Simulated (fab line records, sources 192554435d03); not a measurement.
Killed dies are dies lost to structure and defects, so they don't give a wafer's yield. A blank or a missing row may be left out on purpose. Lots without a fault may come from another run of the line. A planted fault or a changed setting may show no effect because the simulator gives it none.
Split-lot experiment | flow n5_finfet | 7 lots, 21 wafers read, on a route of 1938 steps

THE SPLIT
At N5_BEOL_M9_ILD_DEP_00 (deposits SiCOH lowk from DEMS/porogen, target thk 308.51 nm, time 58 s), the setting time_s was moved away from the recipe's 58 s on 10 of the 21 wafers read, by -14.4% to +12.9%. The other wafers ran this setting at the recipe's value.

FROM THE SPLIT TO THE READING: what the file shows between them, 1 step
- N5_BEOL_M9_CURE_71: cures SiCOH lowk, time 240 s

THE READING
M9_ILD_THK, in nm, at N5_BEOL_M9_THK_MEAS_01. Fault-free wafers of this fab line usually give 268 nm, standard deviation 3.8 nm.

wafer  | tool, chamber at the split | time_s as run, s | against the recipe | M9_ILD_THK, nm | against lot-mates on the recipe
L076.1 | pecvd-04, 2                | 58               | recipe             | 266            | -
L076.3 | pecvd-04, 1                | 58               | recipe             | 264            | -
L076.6 | pecvd-04, 1                | 64.66            | +11.5%             | 304            | +39
L075.1 | pecvd-03, 0                | 58               | recipe             | 263            | -
L075.2 | pecvd-03, 2                | 51.05            | -12.0%             | 224            | -39
L075.3 | pecvd-03, 1                | 51.05            | -12.0%             | 230            | -33
L080.1 | pecvd-03, 1                | 61.4             | +5.9%              | 280            | +16
L080.2 | pecvd-03, 2                | 58               | recipe             | 264            | -
L080.4 | pecvd-03, 0                | 61.4             | +5.9%              | 287            | +23
L082.1 | pecvd-02, 1,2              | 64.66            | +11.5%             | 302            | +34
L082.3 | pecvd-02, 0                | 58               | recipe             | 268            | -
L082.5 | pecvd-02, 1,2              | 64.66            | +11.5%             | 302            | +34
L088.3 | pecvd-02, 2                | 65.49            | +12.9%             | 302            | +35
L088.4 | pecvd-02, 0                | 65.49            | +12.9%             | 301            | +34
L088.6 | pecvd-02, 2                | 58               | recipe             | 267            | -
L094.2 | pecvd-04, 1                | 58               | recipe             | 269            | -
L094.4 | pecvd-04, 0                | 58               | recipe             | 268            | -
L094.6 | pecvd-04, 1                | 58               | recipe             | 271            | -
L096.2 | pecvd-02, 2                | 58               | recipe             | 269            | -
L096.4 | pecvd-02, 2                | 58               | recipe             | 264            | -
L096.6 | pecvd-02, 2                | 49.67            | -14.4%             | 231            | -36
Where a row lists several chambers, the file gives one row for several wafers and doesn't say which wafer went through which chamber.

THE FIT
A straight line over all 21 wafers: M9_ILD_THK changes by +2.95 nm for each +1% of time_s; r = +0.99; the points scatter about the line by 3.5 nm.
The same after taking each lot's own level away (the mean of its wafers on the recipe; 21 wafers): +2.87 nm for each +1%; r = +0.99; scatter 2.9 nm.
On that fit, the largest move of time_s shifts the reading by 41 nm.
The lots' own levels span 263.0 to 269.3 nm, that is 1.7 times the standard deviation above.
So the lot-to-lot level changes the slope little: the two slopes agree.
Check: with one of the wafers moved furthest among these (-14.4%) left out of the fit, the line predicts -42.4 nm for it against its lot-mates. It came out at -35.5 nm against them.

OTHER SPLITS ON THESE WAFERS
These wafers also went through other splits before the reading. Each is held against what the fit with the lots' levels taken away leaves over:
other split on the same wafers | wafers away from the commonest value | r with M9_ILD_THK (lot level and that fit taken away)
N5_BEOL_M7_ETCH_41 source_w    | 5                                    | +0.21

THE WHOLE CHAIN: every reading that the file lists as answering this split, in the file's order
step                   | what it does                                                           | reading                                                                                  | change (the file's fit)              | r (the file's)
N5_BEOL_M9_ILD_DEP_00  | deposits SiCOH lowk from DEMS/porogen, target thk 308.51 nm, time 58 s | SiCOH_lowk_of_BEOL_M9_ILD_DEP_00.thk_nm (the simulator's own value, which no gauge read) | +3.25 nm for each +1% of the setting | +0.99
N5_BEOL_M9_CURE_71     | cures SiCOH lowk, time 240 s                                           | SiCOH_lowk_of_BEOL_M9_ILD_DEP_00.thk_nm (the simulator's own value, which no gauge read) | +2.87 nm for each +1% of the setting | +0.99
N5_BEOL_M9_THK_MEAS_01 |                                                                        | M9_ILD_THK                                                                               | +2.87 for each +1% of the setting    | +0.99

THE FILE'S OWN FIT
M9_ILD_THK changes by +2.87 nm for each +1% of time_s, r = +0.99.
